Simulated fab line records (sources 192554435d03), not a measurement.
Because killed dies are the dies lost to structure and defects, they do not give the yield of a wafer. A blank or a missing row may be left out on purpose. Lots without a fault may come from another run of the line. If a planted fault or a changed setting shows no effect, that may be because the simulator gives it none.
Matching of chambers ; flow n5Finfet ; rieSi-05 running N5_FIN_SAQP_FIN_ETCH_36: 4 sister chambers
The step etches the open film in HBr/Cl2/O2, target depth 120 nm, time 50.4 s. 8 wafers are shown with their chamber, then 9 later ones without.

EACH WAFER AND ITS CHAMBER
wafer;chamber;oesProductAu (a.u.);rfFwdPowerW (W)
L076.3;2;1.012;797
L079.3;3;0.965;795
L081.4;3;0.973;798
L084.5;0;1.018;798
L084.6;1;1.022;796
L085.3;1;1.011;794
L085.4;2;1.023;792
L085.6;0;1.023;798

WAFERS WHOSE CHAMBER IS MISSING
wafer;oesProductAu (a.u.);rfFwdPowerW (W)
L086.2;1.027;796
L086.3;0.974;795
L086.5;1.010;796
L088.1;0.950;792
L088.3;1.007;795
L088.6;1.004;796
L096.1;1.025;800
L096.2;1.011;794
L096.4;0.981;792

WHICH CHAMBER EACH ONE RAN IN
wafer;from the rows above;in truth
L086.2;can't be placed: 0 or 2 or 1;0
L086.3;3;3
L086.5;can't be placed: 1 or 2 or 0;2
L088.1;3;3
L088.3;can't be placed: 1 or 2 or 0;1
L088.6;can't be placed: 1 or 2 or 0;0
L096.1;can't be placed: 0 or 1 or 2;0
L096.2;can't be placed: 1 or 2 or 0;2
L096.4;3;3
3 of 9 placed correctly. From these rows, 6 cannot be placed; in 6 the true chamber is one of the candidates. Placed wrongly: 0.
How it was worked out, from the rows above alone: a wafer's distance from a chamber is the root of the sum, over the readings, of the square of ((its reading less the chamber's mean) divided by the reading's scatter). The wafer belongs to the nearest chamber; if the next one is less than 2 further off, it can't be placed. A chamber's mean is the mean of its shown wafers. The scatter: the root of (the sum of the squares of (reading less its chamber's mean) over the shown wafers, divided by (wafers less chambers)).
